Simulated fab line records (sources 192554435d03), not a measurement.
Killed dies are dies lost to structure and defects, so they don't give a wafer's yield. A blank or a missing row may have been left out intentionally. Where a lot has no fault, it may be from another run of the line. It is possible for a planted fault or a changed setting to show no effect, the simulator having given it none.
Matching of chambers -- flow n5-finfet -- N5_BEOL_M5_STRIP_19 on rie-diel-06 has 4 sister chambers
The step strips in O2. 4 wafers are shown with their chamber, then 7 later ones without.

## WAFERS WITH THEIR CHAMBER
wafer,chamber,drypump-motor-current-A (A)
L075.2,0,4.9
L081.6,2,6.3
L084.1,1,5.8
L084.3,3,6.3

## WAFERS WITH NO CHAMBER GIVEN
wafer,drypump-motor-current-A (A)
L084.4,6.3
L086.1,4.9
L086.3,5.9
L086.5,6.3
L094.2,6.3
L094.3,6.3
L094.5,6.3

## EACH ONE'S CHAMBER
wafer,from the rows above,in truth
L084.4,can't be placed: 2 or 3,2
L086.1,0,0
L086.3,1,1
L086.5,can't be placed: 2 or 3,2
L094.2,can't be placed: 2 or 3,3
L094.3,can't be placed: 2 or 3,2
L094.5,can't be placed: 2 or 3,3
Correct placement for 2 of the 7. Can't be placed from these rows: 5 (the true chamber is among the candidates in 5). Number placed wrongly: 0.
How it was worked out, from the rows above alone: a wafer's distance from a chamber is the root of the sum, over the readings, of the square of ((its reading less the chamber's mean) divided by the reading's scatter). If the next closest chamber is less than 2 further off than the closest, the wafer can't be placed; otherwise it belongs to the closest. The mean given for a chamber averages the wafers shown for that chamber. The scatter: root of mean squared gap, hidden wafer to nearest shown wafer, with one shown wafer a chamber.
